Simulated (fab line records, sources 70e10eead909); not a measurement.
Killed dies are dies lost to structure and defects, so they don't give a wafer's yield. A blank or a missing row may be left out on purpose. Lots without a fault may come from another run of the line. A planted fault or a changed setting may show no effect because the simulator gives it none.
A struck lot beside a sound one | flow nand_harc | 14 steps out of a route of 1302
Sound: wafers L132.2, L132.3, L132.6. Struck: wafer L138.3. (L138.2, L138.5 of the same lot were not struck and are left out.) The cause comes at the end.
At each step with rows: each side's tool, then ch and its chambers, then its first start. Under that, the readings that differ: sound wafers | struck wafers | difference of the means | sigmas: that difference in standard deviations of wafers without a fault.
alike: readings whose means differ by less than 2 such deviations, and words and numbers that are the same on both sides. not compared: withheld readings, readings that some wafer has no value for, bounds like >300 that may hide the same value, and numbers for which the record gives no deviation and whose values overlap.
The two part at a step that has a row with sigmas, a row that says differs or no value, or rows on one side only. Numbers that don't overlap but have no deviation are shown without sigmas and don't part them. A reading that every wafer of one side lacks parts them only if that side has two wafers or more.

NHARC_A_ONON_D2_THK_MEAS_08: measures by ellipsometry.
  sound on film_metro-01, day 12 22:30; struck on film_metro-02, day 15 08:06
  alike: thk_nm
then, 1 step without rows for these wafers: NHARC_A_ONON_D2_DEP_09 (target thk 1000 nm).
NHARC_A_ONON_D2_THK_MEAS_11: measures by ellipsometry.
  sound on film_metro-01, day 12 23:04; struck on film_metro-02, day 15 08:40
  alike: thk_nm
then, 1 step without rows for these wafers: NHARC_A_ONON_D2_DEP_12 (target thk 1000 nm).
NHARC_A_ONON_D2_THK_MEAS_14: measures by ellipsometry.
  sound on film_metro-02, day 12 23:38; struck on film_metro-02, day 15 09:14
  alike: thk_nm
then, 2 steps without rows for these wafers: NHARC_A_ONON_D2_ANNEAL_15 (time 3600 s); NHARC_A_ONON_D2_DEP_16 (target thk 1000 nm).
NHARC_A_ONON_D2_THK_MEAS_18: measures by ellipsometry.
  sound on film_metro-02, day 13 07:04; struck on film_metro-01, day 15 16:37
  alike: thk_nm
then, 1 step without rows for these wafers: NHARC_A_ONON_D2_DEP_19 (target thk 1000 nm).
NHARC_A_ONON_D2_THK_MEAS_21: measures by ellipsometry.
  sound on film_metro-02, day 13 07:38; struck on film_metro-01, day 15 17:11
  alike: thk_nm
then, 1 step without rows for these wafers: NHARC_A_ONON_D2_DEP_22 (target thk 1000 nm).
NHARC_A_ONON_D2_THK_MEAS_24: measures by ellipsometry.
  sound on film_metro-02, day 13 08:12; struck on film_metro-02, day 15 17:46
  reading     | sound       | struck | difference | sigmas
  thk_nm (nm) | 983 982 982 | 1017   | +35        | +3
NHARC_A_ONON_D2_DEP_25: target thk 1000 nm.
  sound on pecvd_onon-02 ch 0, day 13 08:19; struck on pecvd_onon-03 ch 0, day 15 17:52
  alike: nh3_flow_sccm
NHARC_A_ONON_D2_THK_MEAS_27: measures by ellipsometry.
  sound on film_metro-02, day 13 08:46; struck on film_metro-01, day 15 18:29
  reading     | sound       | struck | difference | sigmas
  thk_nm (nm) | 983 983 982 | 952    | -31        | -3
  not compared: hold

WHERE THEY PART
First at NHARC_A_ONON_D2_THK_MEAS_24; last, within this record, at NHARC_A_ONON_D2_THK_MEAS_27.

WHY: what the simulator had put in
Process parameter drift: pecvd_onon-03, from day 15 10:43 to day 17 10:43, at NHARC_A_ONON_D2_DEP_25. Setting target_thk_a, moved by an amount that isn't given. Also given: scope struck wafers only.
